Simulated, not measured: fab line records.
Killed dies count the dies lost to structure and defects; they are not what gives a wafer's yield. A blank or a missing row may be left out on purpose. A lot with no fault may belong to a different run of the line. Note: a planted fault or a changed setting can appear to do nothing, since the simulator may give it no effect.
Split-lot experiment | flow n5-finfet | 21 wafers read across 7 lots, on a route 1938 steps long

## ABOUT THE SPLIT
At N5_BEOL_M11_EXPOSE_08 (exposes mask M11), the setting dose-mj was moved away from the recipe's 53.75 on 6 of the 21 wafers read, by -6.7% to +2.8%. This setting was run at the recipe's value on the other wafers.

## FROM THE SPLIT TO THE READING: what the file shows between them, 15 steps
- N5_BEOL_M11_PEB_09: peb time 60 s
- N5_BEOL_M11_DEVELOP_10: develop time 30 s
- N5_BEOL_M11_CD_MEAS_11: target cd 64.1 nm
- N5_BEOL_M11_DESCUM_16: chemistry O2, time 7.9 s
- N5_BEOL_M11_ETCH_61: etches SiARC in CF4, target depth 39 nm, time 65 s
- N5_BEOL_M11_ETCH_62: etches SOC in N2/H2, target depth 110 nm, overetch 22 nm, time 165 s
- N5_BEOL_M11_STRIP_68: strips in N2/H2
- N5_BEOL_M11_STRIP_67: strips in CF4
- N5_BEOL_M11_HM_OPEN_17: chemistry Cl2/BCl3, target TiN, target depth 20 nm, overetch 6 nm
- N5_BEOL_M11_STRIP_19: strips in O2
- N5_BEOL_M11_CD_MEAS_18: pitch 140 nm, target cd 70 nm
- N5_BEOL_M11_COAT_63: time 60 s, resist thk 100 nm
- N5_BEOL_M11_COAT_64: time 60 s, resist thk 30 nm
- N5_BEOL_M11_PRECLEAN_42: cleans in residue remover, time 60 s
- N5_BEOL_M11_SRD_43: time 30 s

## THE READING
cd-nm (nm) at N5_BEOL_M11_CD_MEAS_35, where the cd target is 70 nm. Typical for fault-free wafers on this fab line: 70.1 nm, with standard deviation 0.64 nm.

wafer  | tool, chamber at the split | dose-mj as run | against the recipe | cd-nm, nm | against lot-mates on the recipe
L076.1 | arfi-scanner-03, 0         | 50.59          | -5.9%              | 66.4      | -2.6
L076.4 | arfi-scanner-03, 0         | 53.75          | recipe             | 69.2      | -
L076.5 | arfi-scanner-03, 0         | 53.75          | recipe             | 68.8      | -
L085.1 | arfi-scanner-01, 0         | 54.84          | +2.0%              | 70.8      | +1.7
L085.3 | arfi-scanner-01, 0         | 53.75          | recipe             | 69.1      | -
L085.5 | arfi-scanner-01, 0         | 54.84          | +2.0%              | 71.0      | +1.9
L084.1 | arfi-scanner-02, 0         | 53.75          | recipe             | 70.8      | -
L084.4 | arfi-scanner-02, 0         | 55.28          | +2.8%              | 72.2      | +1.5
L084.5 | arfi-scanner-02, 0         | 53.75          | recipe             | 70.6      | -
L086.2 | arfi-scanner-02, 0         | 53.75          | recipe             | 69.3      | -
L086.4 | arfi-scanner-02, 0         | 53.75          | recipe             | 69.4      | -
L086.5 | arfi-scanner-02, 0         | 53.75          | recipe             | 70.0      | -
L088.1 | arfi-scanner-03, 0         | 53.75          | recipe             | 68.7      | -
L088.4 | arfi-scanner-03, 0         | 53.75          | recipe             | 68.8      | -
L088.6 | arfi-scanner-03, 0         | 52.33          | -2.6%              | 67.6      | -1.2
L089.2 | arfi-scanner-02, 0         | 53.75          | recipe             | 70.0      | -
L089.3 | arfi-scanner-02, 0         | 53.75          | recipe             | 69.7      | -
L089.6 | arfi-scanner-02, 0         | 53.75          | recipe             | 70.2      | -
L091.1 | arfi-scanner-02, 0         | 53.75          | recipe             | 70.8      | -
L091.4 | arfi-scanner-02, 0         | 53.75          | recipe             | 70.1      | -
L091.6 | arfi-scanner-02, 0         | 50.16          | -6.7%              | 66.9      | -3.5

FIT RESULTS
A straight line over all 21 wafers: cd-nm changes by +0.548 nm for each +1% of dose-mj; r = +0.87; the points scatter about the line by 0.7 nm.
The same after taking each lot's own level away (the mean of its wafers on the recipe; 21 wafers): +0.532 nm for each +1%; r = +0.97; scatter 0.32 nm.
That fit puts the effect of the largest move of dose-mj on the reading at 3.6 nm.
Measured against the standard deviation above, the lots' own levels, which go from 68.75 to 70.70 nm, span 3.0 times it.
So the lot-to-lot level changes the slope little: the two slopes agree.
Check: for one of the wafers moved furthest among these (-6.7%), held out of the fit, the line's prediction against its lot-mates is -3.36 nm. Against them it came out at -3.55 nm.

## OTHER SPLITS APPLIED TO THESE WAFERS
Before the reading, these wafers also passed through other splits. Each is held against what the fit with the lots' levels taken away leaves over:
other split on the same wafers    | wafers away from the commonest value | r with cd-nm (lot level and that fit taken away)
N5_BEOL_M10_VIA_ETCH_34 time-s    | 7                                    | -0.39
N5_BEOL_M10_TRENCH_ETCH_37 bias-w | 11                                   | -0.24
N5_BEOL_M11_COAT_05 spin-rpm      | 8                                    | +0.08

## THE WHOLE CHAIN: every reading that the file lists as answering this split, in the file's order
step                   | what it does                                                         | reading                                                                | change (the file's fit)               | r (the file's)
N5_BEOL_M11_CD_MEAS_11 | target cd 64.1 nm                                                    | cd-nm                                                                  | +0.543 nm for each +1% of the setting | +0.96
N5_BEOL_M11_ETCH_61    | etches SiARC in CF4, target depth 39 nm, time 65 s                   | BEOL_M11.cd-offset-nm (the simulator's own value, which no gauge read) | +0.52 nm for each +1% of the setting  | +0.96
N5_BEOL_M11_ETCH_62    | etches SOC in N2/H2, target depth 110 nm, overetch 22 nm, time 165 s | BEOL_M11.cd-offset-nm (the simulator's own value, which no gauge read) | +0.51 nm for each +1% of the setting  | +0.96
N5_BEOL_M11_CD_MEAS_18 | pitch 140 nm, target cd 70 nm                                        | cd-nm                                                                  | +0.499 nm for each +1% of the setting | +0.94
N5_BEOL_M11_CD_MEAS_35 | target cd 70 nm                                                      | cd-nm                                                                  | +0.512 nm for each +1% of the setting | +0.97

## THE FILE'S OWN FIT
cd-nm changes by +0.512 nm for each +1% of dose-mj, r = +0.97.
